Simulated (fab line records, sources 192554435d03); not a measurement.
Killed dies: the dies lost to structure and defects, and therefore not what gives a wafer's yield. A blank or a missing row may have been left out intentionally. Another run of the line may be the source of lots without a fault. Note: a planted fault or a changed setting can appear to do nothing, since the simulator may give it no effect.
Split-lot study	flow n5 finfet	21 wafers read across 7 lots, on a route 1938 steps long

## ABOUT THE SPLIT
At N5_FIN_SAQP_DESCUM_21 (chemistry O2, time 7.9 s), the setting time s was moved away from the recipe's 7.9 s on 5 of the 21 wafers read, by -15.7% to +13.3%. For the rest of the wafers, this setting stayed at what the recipe calls for.

The file shows no step between the split and the reading.

## THE READING
CAR-ArF_of_FIN_SAQP_COAT_10.thk nm (the simulator's own value, which no gauge read), in nm, at N5_FIN_SAQP_ETCH_51 (etches SiARC in CF4, target depth 45.5 nm, time 75.8 s). There is no usual value for it anywhere in the file. Across the 16 wafers here that went through the recipe, the average is 50.95 nm and the standard deviation 0.26 nm.

wafer	tool, chamber at the split	time s as run, s	against the recipe	CAR-ArF_of_FIN_SAQP_COAT_10.thk nm, nm	against lot-mates on the recipe
L074.1	rie diel-05, 0	7.071	-10.5%	51.94	+0.59
L074.2	rie diel-05, 1	7.9	recipe	51.3	-
L074.3	rie diel-05, 3	7.9	recipe	51.4	-
L079.2	rie diel-03, 0	7.9	recipe	50.97	-
L079.3	rie diel-03, 1	7.9	recipe	51.25	-
L079.4	rie diel-03, 2	7.9	recipe	51.12	-
L080.1	rie diel-06, 3	7.9	recipe	51.05	-
L080.2	rie diel-06, 0	7.9	recipe	50.96	-
L080.5	rie diel-06, 2	7.9	recipe	51	-
L082.1	rie diel-05, 2	7.9	recipe	50.81	-
L082.3	rie diel-05, 3	6.656	-15.7%	51.45	+0.67
L082.4	rie diel-05, 0	7.9	recipe	50.74	-
L085.1	rie diel-03, 1	8.954	+13.3%	49.95	no lot-mate on the recipe
L085.3	rie diel-03, 0	8.954	+13.3%	49.98	no lot-mate on the recipe
L085.4	rie diel-03, 3	8.954	+13.3%	50.12	no lot-mate on the recipe
L089.1	rie diel-06, 1	7.9	recipe	51.14	-
L089.3	rie diel-06, 2	7.9	recipe	50.92	-
L089.5	rie diel-06, 1	7.9	recipe	50.95	-
L091.1	rie diel-06, 2	7.9	recipe	50.74	-
L091.2	rie diel-06, 3	7.9	recipe	50.42	-
L091.5	rie diel-06, 1	7.9	recipe	50.5	-

FIT RESULTS
A straight line over all 21 wafers: CAR-ArF_of_FIN_SAQP_COAT_10.thk nm changes by -0.0621 nm for each +1% of time s; r = -0.84; the points scatter about the line by 0.28 nm.
The same after taking each lot's own level away (the mean of its wafers on the recipe; 18 wafers): -0.0468 nm for each +1%; r = -0.91; scatter 0.096 nm.
That fit puts the effect of the largest move of time s on the reading at 0.74 nm.
From 50.553 to 51.350 nm: that is the span of the lots' own levels, equal to 3.1 times the standard deviation above.
So the slope is not independent of the lot-to-lot level: the two fits are not the same.
Check: for one of the wafers moved furthest among these (-15.7%), held out of the fit, the line's prediction against its lot-mates is +0.885 nm. It came out at +0.675 nm against them.

## THE OTHER SPLITS THESE WAFERS WENT THROUGH
Before the reading, these wafers also passed through other splits. Each is held against what the fit with the lots' levels taken away leaves over:
other split on the same wafers	wafers away from the commonest value	r with CAR-ArF_of_FIN_SAQP_COAT_10.thk nm (lot level and that fit taken away)
N5_ZERO_LAYER_COAT_05 spin rpm	7	-0.24
N5_ZERO_LAYER_DEVELOP_10 develop time s	8	+0.12
N5_PMOS_HMC_CHANNEL_EPI_PEB_07 peb temp c	4	+0.06
N5_PMOS_HMC_CHANNEL_EPI_DEVELOP_08 develop time s	8	+0.04

## THE WHOLE CHAIN: every reading that the file lists as answering this split, in the file's order
step	what it does	reading	change (the file's fit)	r (the file's)
N5_FIN_SAQP_DESCUM_21	chemistry O2, time 7.9 s	CAR-ArF_of_FIN_SAQP_COAT_10.thk nm (the simulator's own value, which no gauge read)	-0.0501 nm for each +1% of the setting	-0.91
N5_FIN_SAQP_ETCH_51	etches SiARC in CF4, target depth 45.5 nm, time 75.8 s	CAR-ArF_of_FIN_SAQP_COAT_10.thk nm (the simulator's own value, which no gauge read)	-0.0471 nm for each +1% of the setting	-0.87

## FILE'S OWN FIT
CAR-ArF_of_FIN_SAQP_COAT_10.thk nm changes by -0.0471 nm for each +1% of time s, r = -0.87.
